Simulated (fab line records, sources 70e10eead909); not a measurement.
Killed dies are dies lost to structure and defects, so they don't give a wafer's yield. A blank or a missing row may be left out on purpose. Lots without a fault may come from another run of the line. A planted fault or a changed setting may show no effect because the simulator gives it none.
Chamber matching | flow nand_harc | NHARC_A_CHANNEL_FILL_D1_ALD_02 on ald_hk-04: 4 sister chambers
The step deposits SiO2, target thk 6 nm, pulse time 10 s, ald cycles 60. 22 wafers are shown with their chamber, then 11 later ones without.

WAFERS WITH THEIR CHAMBER
wafer  | chamber | heater_power_w (W) | precursor_pulse_height_rel
L076.2 | 0       | 415                | 1.029
L076.4 | 1       | 505                | 0.959
L076.5 | 3       | 408                | 0.994
L079.2 | 3       | 418                | 1.014
L079.4 | 0       | 411                | 1.010
L079.6 | 1       | 508                | 1.010
L081.1 | 3       | 420                | 0.990
L081.4 | 1       | 472                | 1.027
L081.6 | 0       | 437                | 0.990
L085.1 | 2       | 409                | 0.975
L085.2 | 3       | 419                | 0.985
L085.6 | 3       | 419                | 1.013
L091.2 | 3       | 412                | 0.975
L091.4 | 2       | 407                | 0.993
L091.5 | 0       | 442                | 0.998
L090.2 | 3       | 416                | 1.008
L090.3 | 1       | 470                | 1.023
L090.6 | 0       | 444                | 0.996
L092.2 | 2       | 421                | 1.011
L092.5 | 0       | 441                | 0.983
L092.6 | 3       | 420                | 0.995
L093.1 | 3       | 412                | 0.971

SIGNATURES (means of the wafers above)
reading                    | chamber 0 | chamber 1 | chamber 2 | chamber 3 | scatter within a chamber
heater_power_w             | 431.67    | 488.75    | 412.33    | 416.00    | 12
precursor_pulse_height_rel | 1.00100   | 1.00475   | 0.99300   | 0.99389   | 0.0196
Rule: a wafer's distance from a chamber is the root of the sum, over the readings, of the square of ((its reading less the chamber's mean) divided by the reading's scatter). The wafer belongs to the nearest chamber; if the next one is less than 2 further off, it can't be placed. The scatter: the root of (the sum of the squares of (reading less its chamber's mean) over the shown wafers, divided by (wafers less chambers)).

WAFERS WITHOUT THEIR CHAMBER
wafer  | heater_power_w (W) | precursor_pulse_height_rel
L093.2 | 449                | 1.034
L093.4 | 418                | 0.994
L094.2 | 425                | 0.982
L094.4 | 460                | 1.003
L094.5 | 410                | 1.009
L095.2 | 476                | 1.024
L095.3 | 415                | 1.007
L095.6 | 413                | 0.994
L097.3 | 451                | 1.010
L097.5 | 479                | 1.015
L097.6 | 418                | 0.985

WHICH CHAMBER EACH WENT THROUGH
wafer  | from the rows above               | in truth
L093.2 | can't be placed: 0 or 3 or 1 or 2 | 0
L093.4 | can't be placed: 3 or 2 or 0      | 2
L094.2 | can't be placed: 3 or 0 or 2      | 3
L094.4 | can't be placed: 0 or 1 or 3 or 2 | 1
L094.5 | can't be placed: 2 or 3 or 0      | 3
L095.2 | 1                                 | 1
L095.3 | can't be placed: 3 or 2 or 0      | 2
L095.6 | can't be placed: 2 or 3 or 0      | 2
L097.3 | can't be placed: 0 or 3 or 1 or 2 | 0
L097.5 | 1                                 | 1
L097.6 | can't be placed: 3 or 2 or 0      | 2
Placed correctly: 2 of 11. Can't be placed from these rows: 9 (the true chamber is among the candidates in 9). Placed wrongly: 0.
